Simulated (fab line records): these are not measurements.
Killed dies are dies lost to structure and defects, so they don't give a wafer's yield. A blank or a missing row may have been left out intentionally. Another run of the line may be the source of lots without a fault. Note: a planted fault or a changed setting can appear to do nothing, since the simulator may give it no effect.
Chamber matching + flow n5 finfet + rie diel-02 running N5_BEOL_M13_DESCUM_33: 4 sister chambers
The step chemistry O2, time 7.9 s. 18 wafers are shown with their chamber, then 9 later ones without.

WAFERS, EACH WITH ITS CHAMBER
| wafer  | chamber | drypump motor current A (A) | showerhead plenum p Torr (Torr) | oes product au (a.u.) |
|--------|---------|-----------------------------|---------------------------------|-----------------------|
| L080.1 | 3       | 5.6                         | 2.15                            | 0.67                  |
| L080.4 | 1       | 6.1                         | 2.04                            | 0.91                  |
| L080.6 | 2       | 6.0                         | 2.05                            | 0.90                  |
| L081.3 | 0       | 5.9                         | 2.06                            | 0.69                  |
| L081.4 | 3       | 5.6                         | 2.15                            | 0.67                  |
| L081.5 | 1       | 6.0                         | 2.04                            | 0.91                  |
| L082.2 | 2       | 6.0                         | 2.05                            | 0.89                  |
| L082.3 | 3       | 5.6                         | 2.15                            | 0.67                  |
| L082.6 | 3       | 5.6                         | 2.15                            | 0.67                  |
| L084.4 | 2       | 6.0                         | 2.05                            | 0.89                  |
| L084.5 | 1       | 6.1                         | 2.04                            | 0.89                  |
| L084.6 | 3       | 5.6                         | 2.15                            | 0.67                  |
| L087.1 | 2       | 6.0                         | 2.05                            | 0.87                  |
| L087.2 | 1       | 6.1                         | 2.04                            | 0.88                  |
| L087.3 | 3       | 5.6                         | 2.15                            | 0.67                  |
| L090.3 | 0       | 5.9                         | 2.05                            | 0.98                  |
| L090.4 | 2       | 6.0                         | 2.04                            | 0.87                  |
| L090.6 | 1       | 6.0                         | 2.03                            | 0.88                  |

SIGNATURES (means of the wafers above)
| reading                  | chamber 0 | chamber 1 | chamber 2 | chamber 3 | scatter within a chamber |
|--------------------------|-----------|-----------|-----------|-----------|--------------------------|
| drypump motor current A  | 5.900     | 6.060     | 6.000     | 5.600     | 0.0293                   |
| showerhead plenum p Torr | 2.0550    | 2.0380    | 2.0480    | 2.1500    | 0.00387                  |
| oes product au           | 0.8350    | 0.8940    | 0.8840    | 0.6700    | 0.0559                   |
Rule: for each reading, subtract the chamber's mean from the wafer's reading, divide by that reading's scatter and square the result; add these up over the readings and take the root, which gives the wafer's distance from the chamber. The wafer belongs to the nearest chamber; if the next one is less than 2 further off, it can't be placed. How the scatter is found: for the shown wafers, subtract from each reading the mean of its chamber, square and add these, divide the total by (wafers less chambers), then take the root.

WAFERS WHOSE CHAMBER IS MISSING
| wafer  | drypump motor current A (A) | showerhead plenum p Torr (Torr) | oes product au (a.u.) |
|--------|-----------------------------|---------------------------------|-----------------------|
| L092.1 | 5.6                         | 2.14                            | 0.98                  |
| L092.2 | 6.0                         | 2.03                            | 0.87                  |
| L092.3 | 6.0                         | 2.05                            | 0.96                  |
| L095.1 | 6.0                         | 2.04                            | 0.86                  |
| L095.4 | 6.0                         | 2.04                            | 0.86                  |
| L095.5 | 5.9                         | 2.05                            | 0.94                  |
| L094.1 | 6.0                         | 2.04                            | 0.86                  |
| L094.4 | 5.9                         | 2.05                            | 0.94                  |
| L094.6 | 6.0                         | 2.04                            | 0.86                  |

THE CHAMBER EACH PASSED THROUGH
| wafer  | from the rows above     | in truth                   |
|--------|-------------------------|----------------------------|
| L092.1 | 3                       | 3                          |
| L092.2 | can't be placed: 1 or 2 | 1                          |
| L092.3 | 2                       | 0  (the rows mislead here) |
| L095.1 | can't be placed: 2 or 1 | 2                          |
| L095.4 | can't be placed: 2 or 1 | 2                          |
| L095.5 | can't be placed: 0 or 2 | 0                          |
| L094.1 | can't be placed: 2 or 1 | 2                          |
| L094.4 | can't be placed: 0 or 2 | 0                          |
| L094.6 | can't be placed: 2 or 1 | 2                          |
Placed correctly: 1 of 9. Can't be placed from these rows: 7 (the true chamber is among the candidates in 7). 1 placed wrongly.
